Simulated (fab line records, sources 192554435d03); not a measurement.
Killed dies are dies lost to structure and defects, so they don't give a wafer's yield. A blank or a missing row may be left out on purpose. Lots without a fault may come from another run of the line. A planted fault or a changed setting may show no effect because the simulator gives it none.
Which tool did it? | flow n5_finfet | 10 lots, 29 wafers sampled, at 4 steps of a route of 1938

WHAT THE GAUGES READ, wafer by wafer
N5_BEOL_M8_THK_MEAS_01. Usual: M8_ILD_THK 155.5 nm, standard deviation 2.5.
lot  | measured     | on            | M8_ILD_THK (nm)   | flag
L641 | day 9 18:41  | film_metro-02 | 156.3 155.3 152.6 |
L643 | day 10 05:40 | film_metro-02 | 152.0 156.1 155.4 |
L642 | day 10 07:52 | film_metro-01 | 151.1 156.5 154.2 |
L655 | day 12 18:20 | film_metro-02 | 154.0 152.2 157.3 |
L654 | day 13 05:25 | film_metro-01 | 159.4 160.1 159.1 |
L658 | day 13 15:56 | film_metro-01 | 158.1 153.9 158.5 |
L660 | day 14 22:19 | film_metro-02 | 155.9 153.5       |
L664 | day 15 03:14 | film_metro-02 | 155.0 153.3 155.7 |
L661 | day 15 12:20 | film_metro-02 | 155.6 159.1 157.1 |
L662 | day 16 09:05 | film_metro-01 | 153.3 152.3 156.4 |

N5_BEOL_M8_INSPECT_13: inspects for defects (brightfield). Usual: raw_defect_count 442, standard deviation 120.
lot  | measured     | on                | raw_defect_count | flag
L641 | day 9 19:56  | defect_inspect-01 | 313 259 340      |
L643 | day 10 06:19 | defect_inspect-01 | 455 403 486      |
L642 | day 10 10:01 | defect_inspect-01 | 710 468 628      |
L655 | day 12 19:45 | defect_inspect-02 | 452 299 290      |
L654 | day 13 06:40 | defect_inspect-01 | 480 432 596      |
L658 | day 13 18:02 | defect_inspect-01 | 314 315 361      |
L660 | day 15 01:06 | defect_inspect-01 | 394 315          |
L664 | day 15 05:01 | defect_inspect-02 | 708 524 450      |
L661 | day 15 14:43 | defect_inspect-02 | 472 566 419      |
L662 | day 16 10:16 | defect_inspect-02 | 503 356 373      |

N5_BEOL_M8_INSPECT_30: inspects for defects (brightfield). Usual: raw_defect_count 449, standard deviation 130.
lot  | measured     | on                | raw_defect_count | flag
L641 | day 9 21:11  | defect_inspect-01 | 320 261 337      |
L643 | day 10 08:51 | defect_inspect-01 | 455 419 488      |
L642 | day 10 12:22 | defect_inspect-02 | 800 565 692      |
L655 | day 12 20:39 | defect_inspect-01 | 381 260 242      |
L654 | day 13 08:02 | defect_inspect-02 | 1044 496 664     |
L658 | day 13 19:59 | defect_inspect-02 | 351 371 409      |
L660 | day 15 03:33 | defect_inspect-01 | 385 333          |
L664 | day 15 07:31 | defect_inspect-01 | 561 457 421      |
L661 | day 15 17:56 | defect_inspect-01 | 415 478 340      |
L662 | day 16 12:41 | defect_inspect-01 | 424 314 305      |

WHICH TOOL RAN EACH LOT (tool, then ch and the chambers of the sampled wafers, then the start)
lot  | N5_BEOL_M8_ETCH_61
L641 | rie_diel-05 ch 0,3, day 9 19:59
L643 | rie_diel-06 ch 2,3, day 10 06:25
L642 | rie_diel-05 ch 0,3, day 10 10:19
L655 | rie_diel-01 ch 1,2,3, day 12 19:49
L654 | rie_diel-06 ch 1,2,3, day 13 06:43
L658 | rie_diel-01 ch 0,2, day 13 18:08
L660 | rie_diel-01 ch 0,1, day 15 01:10
L664 | rie_diel-01 ch 0,1,3, day 15 05:04
L661 | rie_diel-05 ch 0,2,3, day 15 14:47
L662 | rie_diel-05 ch 0,1,2, day 16 10:20
- N5_BEOL_M8_ETCH_61: etches SiARC in CF4, target depth 45.5 nm, time 75.8 s.

WHAT THE TOOLS THEMSELVES READ (means of the sampled wafers that have a number; where no wafer has one, the mark that the record gives instead)
N5_BEOL_M8_ETCH_61. Usual: bias_w 36.00 W, standard deviation 0.11; drypump_motor_current_A 5.7 A, standard deviation 0.47; etch_rf_on_time_s 75.0 s, standard deviation 2.2; oes_product_au 0.66 a.u., standard deviation 0.081; rf_vpp_V 183.9 V, standard deviation 1.1; showerhead_plenum_p_Torr 2.13 Torr, standard deviation 0.067; throttle_valve_pct 15.57 %, standard deviation 0.24.
lot  | tool        | bias_w (W) | drypump_motor_current_A (A) | etch_rf_on_time_s (s) | oes_product_au (a.u.) | rf_vpp_V (V) | showerhead_plenum_p_Torr (Torr) | throttle_valve_pct (%) | flag
L641 | rie_diel-05 | 36.00      | 5.3                         | 75.1                  | 0.67                  | 183.7        | 2.10                            | 15.57                  |
L643 | rie_diel-06 | 36.10      | 5.6                         | 74.5                  | 0.66                  | 185.6        | 2.19                            | 15.63                  |
L642 | rie_diel-05 | 35.97      | 5.3                         | 74.4                  | 0.67                  | 183.6        | 2.10                            | 15.57                  |
L655 | rie_diel-01 | 36.09      | 6.0                         | 75.8                  | 0.61                  | 183.3        | 2.13                            | 15.56                  |
L654 | rie_diel-06 | 35.97      | 5.6                         | 75.2                  | 0.69                  | 184.2        | 2.13                            | 15.59                  |
L658 | rie_diel-01 | 35.99      | 5.2                         | 72.6                  | 0.80                  | 184.8        | 2.17                            | 15.34                  |
L660 | rie_diel-01 | 35.99      | 5.6                         | 74.7                  | 0.69                  | 184.2        | 2.10                            | 15.68                  |
L664 | rie_diel-01 | 35.94      | 5.9                         | 75.1                  | 0.74                  | 183.7        | 2.13                            | 15.44                  |
L661 | rie_diel-05 | 35.94      | 5.2                         | 75.8                  | 0.67                  | 183.9        | 2.12                            | 15.55                  |
L662 | rie_diel-05 | 36.10      | 5.3                         | 75.4                  | 0.67                  | 184.8        | 2.17                            | 15.52                  |

THE ANSWER, worked out from the rows above alone
Rule: a lot is off if the mean of its wafers that have a number lies more than 3 standard deviations from the usual mean. A lot without any number at a reading at which 4 lots or more have one is off too. The other lots that the step has rows for count as sound. The gauges are gone through in route order, then the tools' own readings, and for those a lot's mean is taken as printed above. The first step at which some lot is off is used, and at that step the reading that is off furthest; a lot without a number counts as furthest.
No lot is off at any reading shown: from this, nothing can be told.

WHAT THE SIMULATOR HAD PUT IN
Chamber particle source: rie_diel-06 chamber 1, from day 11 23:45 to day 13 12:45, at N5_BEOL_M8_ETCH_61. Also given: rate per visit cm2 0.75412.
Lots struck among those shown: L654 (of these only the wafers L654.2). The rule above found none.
